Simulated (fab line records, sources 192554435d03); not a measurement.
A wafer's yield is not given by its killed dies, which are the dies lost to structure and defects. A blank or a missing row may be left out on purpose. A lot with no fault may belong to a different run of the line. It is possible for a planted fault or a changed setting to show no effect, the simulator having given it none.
One fault seen from 2 desks + flow n5 finfet + each desk holds nothing but its own numbers, with what lay behind them at the end

## AT THE TOOL OWNER'S DESK: ald metal-03
The tool's own readings at N5_HKMG_FIN_NWFM_ALD_20 (deposits TiAlC, target thk 2 nm, pulse time 3 s, purge time 2 s): means of the sampled wafers that have a number, for each lot that ran on this tool. A lot is out of limits, marked OUT, if its mean lies more than 4 standard deviations from the usual mean; the brackets give that distance.
Columns: A = heater power w at N5_HKMG_FIN_NWFM_ALD_20, usual 487 W; B = precursor pulse height rel at N5_HKMG_FIN_NWFM_ALD_20, usual 0.998
| lot  | first seen here | A   | B     |
|------|-----------------|-----|-------|
| L711 | day 5 07:17     | 533 | 0.990 |
| L717 | day 6 19:44     | 506 | 0.999 |
| L721 | day 7 18:42     | 516 | 1.002 |
| L722 | day 8 03:09     | 524 | 0.999 |
| L726 | day 8 21:57     | 533 | 1.005 |
This desk's finding: nothing out of limits on any of the 5 lots.

## METROLOGY DESK
What the gauges read, lot by lot, whatever tool the lot ran on: means of the sampled wafers that have a number. A lot is out of limits, marked OUT, if its mean lies more than 4 standard deviations from the usual mean; the brackets give that distance. It has 17 readings, of which 7 appear: the earliest out of limits, and the ones furthest out on some lot.
Columns: A = IOFF_N at N5_BEOL_M4_RC_MEAS_101, usual 0.148 nA/um; B = IOFF_N_85C at N5_BEOL_M4_RC_MEAS_101, usual 2.9 nA/um; C = IOFF_N_LIN at N5_BEOL_M4_RC_MEAS_101, usual 0.070 nA/um; D = IOFF_N_LONG at N5_BEOL_M4_RC_MEAS_101, usual 5.5e-05 nA/um; E = VT_N at N5_BEOL_M4_RC_MEAS_101, usual 251 mV; F = VT_N_LONG at N5_BEOL_M4_RC_MEAS_101, usual 274.5 mV; G = VT_N_LVT at N5_BEOL_M4_RC_MEAS_101, usual 100 mV
| lot  | first seen here | A                | B              | C               | D                 | E              | F                | G             |
|------|-----------------|------------------|----------------|-----------------|-------------------|----------------|------------------|---------------|
| L707 | day 4 04:26     | 0.138            | 2.7            | 0.064           | 5.3e-05           | 252            | 276.9            | 98            |
| L709 | day 4 15:01     | 0.158            | 3.2            | 0.074           | 5.6e-05           | 251            | 274.8            | 96            |
| L711 | day 5 04:57     | 0.159            | 3.1            | 0.074           | 5.4e-05           | 251            | 275.5            | 98            |
| L712 | day 5 12:01     | 0.159            | 3.1            | 0.077           | 5.7e-05           | 248            | 272.3            | 97            |
| L717 | day 6 17:41     | 0.133            | 2.7            | 0.063           | 5.1e-05           | 254            | 277.5            | 105           |
| L721 | day 7 16:26     | 0.139            | 2.8            | 0.066           | 5.8e-05           | 251            | 273.5            | 100           |
| L722 | day 8 00:25     | 0.379 (+8.2) OUT | 6.3 (+7.4) OUT | 0.181 (+11) OUT | 1.1e-04 (+18) OUT | 228 (-7.0) OUT | 252.2 (-9.3) OUT | 76 (-7.3) OUT |
| L726 | day 8 19:51     | 0.371 (+8.0) OUT | 6.2 (+7.2) OUT | 0.174 (+10) OUT | 1.2e-04 (+19) OUT | 229 (-6.7) OUT | 250.1 (-10) OUT  | 77 (-7.0) OUT |
| L728 | day 9 09:06     | 0.188            | 3.6            | 0.085           | 5.6e-05           | 247            | 273.2            | 96            |
Finding of this desk: L722, L726 out of limits, first seen on L722 at day 11 22:08 (IOFF_N at N5_BEOL_M4_RC_MEAS_101). In limits: L707, L709, L711, L712, L717, L721, L728.

## TAKEN TOGETHER
L722, L726 would have let the metrology desk raise an alarm at day 11 22:08.
Nothing out of limits was seen by the tool owner's desk.
The tool owner's desk has L722, L726 on record, within its limits.
All the named lots went through N5_HKMG_FIN_NWFM_ALD_20 on ald metal-03.

## WHAT THE SIMULATOR PUT IN
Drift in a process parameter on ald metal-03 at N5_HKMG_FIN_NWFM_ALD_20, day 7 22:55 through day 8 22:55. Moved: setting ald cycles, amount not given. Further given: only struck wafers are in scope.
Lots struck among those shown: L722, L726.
Per desk, hours elapsed from the start of the fault to the first reading out of limits: for the metrology desk, 95.
